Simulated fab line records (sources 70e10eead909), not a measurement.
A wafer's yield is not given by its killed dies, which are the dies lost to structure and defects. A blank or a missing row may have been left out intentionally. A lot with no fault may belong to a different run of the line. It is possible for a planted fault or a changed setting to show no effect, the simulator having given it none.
Matching of chambers / flow nand harc / pecvd-03 running NHARC_A_CHANNEL_HOLE_D2_DEP_01: 3 sister chambers
The step deposits SiON, target thk 140 nm. 3 wafers are shown with their chamber, then 11 later ones without.

== WAFERS PAIRED WITH THEIR CHAMBERS ==
wafer=L082.5; chamber=2; heater power w (W)=695
wafer=L085.4; chamber=1; heater power w (W)=769
wafer=L086.2; chamber=0; heater power w (W)=760

== WAFERS WITH NO CHAMBER GIVEN ==
wafer=L086.3; heater power w (W)=658
wafer=L086.4; heater power w (W)=768
wafer=L089.4; heater power w (W)=720
wafer=L089.5; heater power w (W)=767
wafer=L089.6; heater power w (W)=657
wafer=L093.1; heater power w (W)=710
wafer=L093.2; heater power w (W)=754
wafer=L093.3; heater power w (W)=651
wafer=L097.3; heater power w (W)=696
wafer=L097.5; heater power w (W)=726
wafer=L097.6; heater power w (W)=700

== EACH ONE'S CHAMBER ==
wafer=L086.3; from the rows above=2; in truth=2
wafer=L086.4; from the rows above=can't be placed: 1 or 0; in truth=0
wafer=L089.4; from the rows above=can't be placed: 2 or 0 or 1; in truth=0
wafer=L089.5; from the rows above=can't be placed: 1 or 0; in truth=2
wafer=L089.6; from the rows above=2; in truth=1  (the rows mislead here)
wafer=L093.1; from the rows above=can't be placed: 2 or 0 or 1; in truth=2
wafer=L093.2; from the rows above=can't be placed: 0 or 1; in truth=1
wafer=L093.3; from the rows above=2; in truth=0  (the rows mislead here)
wafer=L097.3; from the rows above=2; in truth=2
wafer=L097.5; from the rows above=can't be placed: 2 or 0 or 1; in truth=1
wafer=L097.6; from the rows above=2; in truth=2
3 of 11 placed correctly. Cannot be placed on the basis of these rows: 6; the candidates contain the true chamber in 5. 2 placed wrongly.
How it was worked out, from the rows above alone: a wafer's distance from a chamber is the root of the sum, over the readings, of the square of ((its reading less the chamber's mean) divided by the reading's scatter). If the next closest chamber is less than 2 further off than the closest, the wafer can't be placed; otherwise it belongs to the closest. Each chamber's mean is taken over the wafers shown for it. The scatter (one wafer shown for each chamber): square how far every hidden wafer sits from the nearest shown wafer, average those squares and take the square root.
